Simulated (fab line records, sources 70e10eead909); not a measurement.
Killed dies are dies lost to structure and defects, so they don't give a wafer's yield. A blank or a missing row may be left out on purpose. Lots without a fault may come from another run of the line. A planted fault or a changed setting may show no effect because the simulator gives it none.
Chamber matching | flow nand_harc | NHARC_A_STAIRCASE_DEP_156 on pecvd-04: 3 sister chambers
The step deposits SiNx, target thk 50 nm. 22 wafers are shown with their chamber, then 11 later ones without.

WAFERS WITH THEIR CHAMBER
wafer  | chamber | heater_power_w (W) | heater_power_outer_w (W)
L074.1 | 2       | 720                | 419
L074.5 | 0       | 741                | 453
L074.6 | 2       | 725                | 428
L075.1 | 1       | 590                | 377
L075.2 | 2       | 731                | 405
L075.6 | 1       | 583                | 371
L076.2 | 2       | 716                | 423
L076.4 | 0       | 757                | 466
L076.5 | 1       | 551                | 344
L077.1 | 2       | 747                | 439
L077.3 | 0       | 897                | 562
L077.6 | 1       | 558                | 345
L078.3 | 1       | 562                | 351
L078.4 | 0       | 886                | 572
L078.6 | 2       | 716                | 416
L082.1 | 0       | 853                | 533
L082.2 | 1       | 519                | 326
L082.6 | 2       | 719                | 410
L088.2 | 1       | 505                | 318
L088.3 | 0       | 863                | 576
L088.5 | 0       | 875                | 587
L089.2 | 2       | 790                | 460

SIGNATURES (means of the wafers above)
reading              | chamber 0 | chamber 1 | chamber 2 | scatter within a chamber
heater_power_w       | 838.86    | 552.57    | 733.00    | 42.5
heater_power_outer_w | 535.57    | 347.43    | 425.00    | 34.7
Rule: a wafer's distance from a chamber is the root of the sum, over the readings, of the square of ((its reading less the chamber's mean) divided by the reading's scatter). The wafer belongs to the nearest chamber; if the next one is less than 2 further off, it can't be placed. The scatter: the root of (the sum of the squares of (reading less its chamber's mean) over the shown wafers, divided by (wafers less chambers)).

WAFERS WITHOUT THEIR CHAMBER
wafer  | heater_power_w (W) | heater_power_outer_w (W)
L089.4 | 849                | 543
L089.6 | 588                | 371
L090.1 | 888                | 580
L090.3 | 604                | 379
L090.6 | 834                | 503
L091.1 | 601                | 381
L091.2 | 746                | 469
L091.5 | 738                | 477
L092.1 | 575                | 370
L092.3 | 840                | 519
L092.6 | 799                | 518

WHICH CHAMBER EACH WENT THROUGH
wafer  | from the rows above     | in truth
L089.4 | 0                       | 0
L089.6 | 1                       | 1
L090.1 | 0                       | 0
L090.3 | can't be placed: 1 or 2 | 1
L090.6 | 0                       | 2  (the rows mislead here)
L091.1 | can't be placed: 1 or 2 | 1
L091.2 | can't be placed: 2 or 0 | 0
L091.5 | can't be placed: 2 or 0 | 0
L092.1 | 1                       | 1
L092.3 | 0                       | 0
L092.6 | 0                       | 0
Placed correctly: 6 of 11. Can't be placed from these rows: 4 (the true chamber is among the candidates in 4). Placed wrongly: 1.
